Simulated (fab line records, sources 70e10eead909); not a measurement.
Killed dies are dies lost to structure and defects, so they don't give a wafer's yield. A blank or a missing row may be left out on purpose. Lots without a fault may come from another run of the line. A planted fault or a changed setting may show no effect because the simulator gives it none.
Problem report in the 8D (eight disciplines) form, filled by code | flow nand_harc | the parts of the form that need people (team, actions taken, sign-off) are left out

1. THE PROBLEM
raw_defect_count at NHARC_A_CHANNEL_HOLE_D2_INSPECT_12 reads a mean of 1277 on 7 wafers of 3 lots; wafers without a fault read 35 with a standard deviation of 24. That is +52 standard deviations from the usual mean.
First seen on wafer L832.4, day 16 16:11, on defect_inspect-02. The record holds 37 wafers of 13 lots with a number at this step. Rule for "out", or "out of limits": more than 4 standard deviations from the usual mean. The other wafers with a number count as sound.

2. WHAT IT IS AND WHAT IT IS NOT
question                    | is                     | is not
which readings at this step | raw_defect_count       | -
which lots                  | L832, L834, L835       | L827, L828, L829, L831, L842, L845, L846, L847, L848, L849
which wafers of those lots  | all that have a number | -
read on which gauges        | defect_inspect-02      | defect_inspect-01
when                        | from day 16 16:11      | up to then (12 sound wafers); but 18 sound wafers of L842, L845, L846, L847, L848, L849 came after

3. SUSPECTS, AND WHAT RULES EACH OUT
Counting: a tool at a process step up to the reading stays a suspect if it ran every lot that is out and no sound lot after the first of them.
- the gauge at NHARC_A_CHANNEL_HOLE_D2_INSPECT_12: kept. All the wafers that are out were read on defect_inspect-02, and no step on other tools shows them out.
- acl_dep-02 at NHARC_A_CHANNEL_HOLE_D2_DEP_00 (deposits aC, target thk 3100 nm): ruled out as a lasting fault. Sound lots L847, L848 ran on it after its first lot that is out, L832 (day 16 14:25).
Left after counting: defect_inspect-02 at NHARC_A_CHANNEL_HOLE_D2_INSPECT_12.

4. THE CAUSE (what the simulator had put in)
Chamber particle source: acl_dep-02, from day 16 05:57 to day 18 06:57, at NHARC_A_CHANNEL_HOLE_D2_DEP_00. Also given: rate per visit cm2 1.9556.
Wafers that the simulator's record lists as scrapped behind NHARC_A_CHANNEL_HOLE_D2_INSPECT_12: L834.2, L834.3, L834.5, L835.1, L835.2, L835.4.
Counting ruled it out, wrongly: the rule takes a fault to strike every lot that its tool runs from its start on, and this one did not.

5. THE CHAIN OF EFFECTS, in route order
Each row: a reading whose mean over the struck wafers that have a number lies more than 3 standard deviations from the usual. Only readings for which the record gives a usual standard deviation are gone through. hours: the time from each lot's start at the first step in this table that gives one to its start at this step, as a median over the lots. sigmas: the change in usual standard deviations.
hours | step                               | reading          | usual | on struck wafers | change | sigmas
0     | NHARC_A_CHANNEL_HOLE_D2_INSPECT_12 | raw_defect_count | 35    | 1277             | +1242  | +52
Later measuring or inspecting steps at which every struck wafer that the step has a row for has a number for every such reading, and none has moved that far: NHARC_END_SORT_01.

6. WHAT WOULD HAVE CAUGHT IT SOONER
In this record the first reading out of limits at a measuring or inspecting step was taken at day 16 16:11, 10 hours after the fault began at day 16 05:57.
Of the tool readings at NHARC_A_CHANNEL_HOLE_D2_DEP_00 for which the record gives a usual standard deviation, none was out on any struck wafer, so an alarm limit of 4 standard deviations on them would not have fired.
